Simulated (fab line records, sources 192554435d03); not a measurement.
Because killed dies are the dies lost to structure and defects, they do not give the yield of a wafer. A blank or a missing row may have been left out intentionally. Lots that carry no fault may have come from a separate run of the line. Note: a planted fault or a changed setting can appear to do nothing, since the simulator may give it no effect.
Matching of chambers :: flow n5 finfet :: N5_BEOL_M10_ETCH_62 on rie diel-04: 4 sister chambers
The step etches SOC in N2/H2, target depth 110 nm, overetch 22 nm, time 165 s. 16 wafers are shown with their chamber, then 8 later ones without.

== EACH WAFER AND ITS CHAMBER ==
wafer: L078.1
chamber: 3
showerhead plenum p Torr (Torr): 2.60
throttle valve pct (%): 18.24
rf vpp V (V): 525.6

wafer: L078.5
chamber: 3
showerhead plenum p Torr (Torr): 2.60
throttle valve pct (%): 18.24
rf vpp V (V): 524.1

wafer: L078.6
chamber: 0
showerhead plenum p Torr (Torr): 2.47
throttle valve pct (%): 17.82
rf vpp V (V): 523.3

wafer: L080.2
chamber: 1
showerhead plenum p Torr (Torr): 2.70
throttle valve pct (%): 18.03
rf vpp V (V): 527.6

wafer: L080.3
chamber: 0
showerhead plenum p Torr (Torr): 2.47
throttle valve pct (%): 17.86
rf vpp V (V): 520.9

wafer: L080.6
chamber: 0
showerhead plenum p Torr (Torr): 2.47
throttle valve pct (%): 17.83
rf vpp V (V): 522.7

wafer: L082.1
chamber: 1
showerhead plenum p Torr (Torr): 2.69
throttle valve pct (%): 18.04
rf vpp V (V): 527.3

wafer: L082.3
chamber: 2
showerhead plenum p Torr (Torr): 2.71
throttle valve pct (%): 17.32
rf vpp V (V): 528.0

wafer: L082.6
chamber: 1
showerhead plenum p Torr (Torr): 2.69
throttle valve pct (%): 18.04
rf vpp V (V): 527.1

wafer: L084.1
chamber: 2
showerhead plenum p Torr (Torr): 2.71
throttle valve pct (%): 17.31
rf vpp V (V): 528.8

wafer: L084.5
chamber: 0
showerhead plenum p Torr (Torr): 2.47
throttle valve pct (%): 17.85
rf vpp V (V): 521.3

wafer: L084.6
chamber: 1
showerhead plenum p Torr (Torr): 2.69
throttle valve pct (%): 18.04
rf vpp V (V): 527.2

wafer: L086.1
chamber: 3
showerhead plenum p Torr (Torr): 2.60
throttle valve pct (%): 17.77
rf vpp V (V): 525.6

wafer: L086.4
chamber: 0
showerhead plenum p Torr (Torr): 2.46
throttle valve pct (%): 17.84
rf vpp V (V): 522.4

wafer: L086.5
chamber: 3
showerhead plenum p Torr (Torr): 2.60
throttle valve pct (%): 17.78
rf vpp V (V): 523.7

wafer: L087.1
chamber: 0
showerhead plenum p Torr (Torr): 2.46
throttle valve pct (%): 17.88
rf vpp V (V): 521.0

SIGNATURES, as means of the wafers listed above
reading: showerhead plenum p Torr
chamber 0: 2.4667
chamber 1: 2.6925
chamber 2: 2.7100
chamber 3: 2.6000
scatter within a chamber: 0.00417

reading: throttle valve pct
chamber 0: 17.8467
chamber 1: 18.0375
chamber 2: 17.3150
chamber 3: 18.0075
scatter within a chamber: 0.135

reading: rf vpp V
chamber 0: 521.933
chamber 1: 527.300
chamber 2: 528.400
chamber 3: 524.750
scatter within a chamber: 0.839
Rule: distance of a wafer from a chamber = root of the sum over the readings of ((wafer's reading minus chamber's mean) / reading's scatter) squared. The wafer belongs to the nearest chamber; if the next one is less than 2 further off, it can't be placed. How the scatter is found: for the shown wafers, subtract from each reading the mean of its chamber, square and add these, divide the total by (wafers less chambers), then take the root.

== WAFERS WITHOUT THEIR CHAMBER ==
wafer: L087.3
showerhead plenum p Torr (Torr): 2.70
throttle valve pct (%): 17.33
rf vpp V (V): 528.5

wafer: L087.5
showerhead plenum p Torr (Torr): 2.46
throttle valve pct (%): 17.86
rf vpp V (V): 521.4

wafer: L089.1
showerhead plenum p Torr (Torr): 2.60
throttle valve pct (%): 17.78
rf vpp V (V): 525.4

wafer: L089.3
showerhead plenum p Torr (Torr): 2.70
throttle valve pct (%): 17.32
rf vpp V (V): 528.0

wafer: L089.6
showerhead plenum p Torr (Torr): 2.60
throttle valve pct (%): 17.78
rf vpp V (V): 526.1

wafer: L094.4
showerhead plenum p Torr (Torr): 2.68
throttle valve pct (%): 18.09
rf vpp V (V): 528.5

wafer: L094.5
showerhead plenum p Torr (Torr): 2.70
throttle valve pct (%): 17.35
rf vpp V (V): 528.2

wafer: L094.6
showerhead plenum p Torr (Torr): 2.59
throttle valve pct (%): 17.79
rf vpp V (V): 525.4

== CHAMBER TAKEN BY EACH ==
wafer: L087.3
from the rows above: 2
in truth: 2

wafer: L087.5
from the rows above: 0
in truth: 0

wafer: L089.1
from the rows above: 3
in truth: 3

wafer: L089.3
from the rows above: 2
in truth: 2

wafer: L089.6
from the rows above: 3
in truth: 3

wafer: L094.4
from the rows above: 1
in truth: 1

wafer: L094.5
from the rows above: 2
in truth: 2

wafer: L094.6
from the rows above: 3
in truth: 3
Correct placement for 8 of the 8. Not placeable from these rows: 0. 0 placed wrongly.
